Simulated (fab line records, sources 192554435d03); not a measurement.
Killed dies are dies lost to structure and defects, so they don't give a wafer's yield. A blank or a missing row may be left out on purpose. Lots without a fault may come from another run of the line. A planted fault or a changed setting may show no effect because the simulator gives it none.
A struck lot beside a sound one | flow n5_finfet | 15 steps out of a route of 1938
Sound: wafers L525.1, L525.4, L525.6. Struck: wafers L537.2, L537.3, L537.4. The cause comes at the end.
At each step with rows: each side's tool, then ch and its chambers, then its first start. Under that, the readings that differ: sound wafers | struck wafers | difference of the means | sigmas: that difference in standard deviations of wafers without a fault.
alike: readings whose means differ by less than 2 such deviations, and words and numbers that are the same on both sides. not compared: withheld readings, readings that some wafer has no value for, bounds like >300 that may hide the same value, and numbers for which the record gives no deviation and whose values overlap.
The two part at a step that has a row with sigmas, a row that says differs or no value, or rows on one side only. Numbers that don't overlap but have no deviation are shown without sigmas and don't part them. A reading that every wafer of one side lacks parts them only if that side has two wafers or more.

N5_BEOL_M12_CD_MEAS_10: target cd 140 nm.
  sound on cd_sem-02 ch 0, day 11 01:17; struck on cd_sem-03 ch 0, day 14 03:46
  alike: cd_nm
N5_BEOL_M12_OVL_MEAS_11:
  sound on overlay-01 ch 0, day 11 01:19; struck on overlay-01 ch 0, day 14 03:48
  alike: V11_OVL
N5_BEOL_M12_INSPECT_12: inspects for defects (macro).
  sound on defect_inspect-01, day 11 01:20; struck on defect_inspect-02, day 14 03:50
  alike: raw_defect_count
N5_BEOL_M12_DESCUM_15: chemistry O2, time 7.9 s.
  sound on rie_diel-06 ch 0,2,3, day 11 01:22; struck on rie_diel-02 ch 1,2, day 14 03:52
  alike: drypump_motor_current_A, oes_product_au, rf_vpp_V, showerhead_plenum_p_Torr, temp_c, throttle_valve_pct
  not compared: rf_hours_counter_h
N5_BEOL_M12_ETCH_59: etches BARC in N2/H2, target depth 89 nm, overetch 26.7 nm, time 67.9 s.
  sound on rie_diel-06 ch 0,2,3, day 11 01:25; struck on rie_diel-02 ch 1,2, day 14 03:54
  alike: drypump_motor_current_A, oes_product_au, rf_vpp_V, showerhead_plenum_p_Torr, throttle_valve_pct
  not compared: rf_hours_counter_h
N5_BEOL_M12_VIA_ETCH_16: etches SiOC in C4F8/O2/Ar, target depth 724.8 nm.
  sound on rie_diel-06 ch 0,2,3, day 11 01:28; struck on rie_diel-02 ch 1,2, day 14 03:57
  alike: drypump_motor_current_A, oes_product_au, rf_vpp_V, showerhead_plenum_p_Torr, throttle_valve_pct
N5_BEOL_M12_STRIP_63: strips in N2/H2.
  sound on plasma_asher-02 ch 0,1, day 11 01:42; struck on plasma_asher-02 ch 0,1, day 14 04:09
  reading                      | sound          | struck         | difference | sigmas
  strip_time_to_endpoint_s (s) | 42.6 42.4 41.0 | 44.0 44.2 43.1 | +1.8       | +2
  alike: drypump_motor_current_A, heater_power_w, oes_product_au, temp_c
  not compared: rf_hours_counter_h
N5_BEOL_M12_STRIP_64: strips in N2/H2.
  sound on plasma_asher-02 ch 0,1, day 11 01:46; struck on plasma_asher-02 ch 0,1, day 14 04:13
  alike: drypump_motor_current_A, heater_power_w, oes_product_au, strip_time_to_endpoint_s, temp_c
  not compared: rf_hours_counter_h
then, 2 steps without rows for these wafers: N5_BEOL_M12_STRIP_71 (strips in post etch residue remover, time 60 s); N5_BEOL_M12_SRD_72 (time 30 s, dry time 30 s).
N5_BEOL_M12_CD_MEAS_17: target cd 140 nm.
  sound on cd_sem-02, day 11 01:55; struck on cd_sem-03, day 14 04:22
  alike: cd_nm
then, 1 step without rows for these wafers: N5_BEOL_M12_COAT_65 (time 60 s, resist thk 300 nm).
N5_BEOL_M12_COAT_66: time 60 s, resist thk 110 nm.
  sound on litho_track-01 ch 0, day 11 01:57; struck on litho_track-01 ch 0, day 14 04:23
  reading          | sound                | struck               | difference | sigmas
  plate_temp_C (C) | 219.90 219.92 219.90 | 217.77 218.10 217.73 | -2.04      | -11
then, 1 step without rows for these wafers: N5_BEOL_M12_COAT_22 (resist thk 300 nm).
N5_PASSIVATION_PROBE_49:
  the record has rows for the sound wafers here (prober-01, day 13 01:52) and none for the struck ones

WHERE THEY PART
First at N5_BEOL_M12_STRIP_63; last, within this record, at N5_PASSIVATION_PROBE_49.

WHY: what the simulator had put in
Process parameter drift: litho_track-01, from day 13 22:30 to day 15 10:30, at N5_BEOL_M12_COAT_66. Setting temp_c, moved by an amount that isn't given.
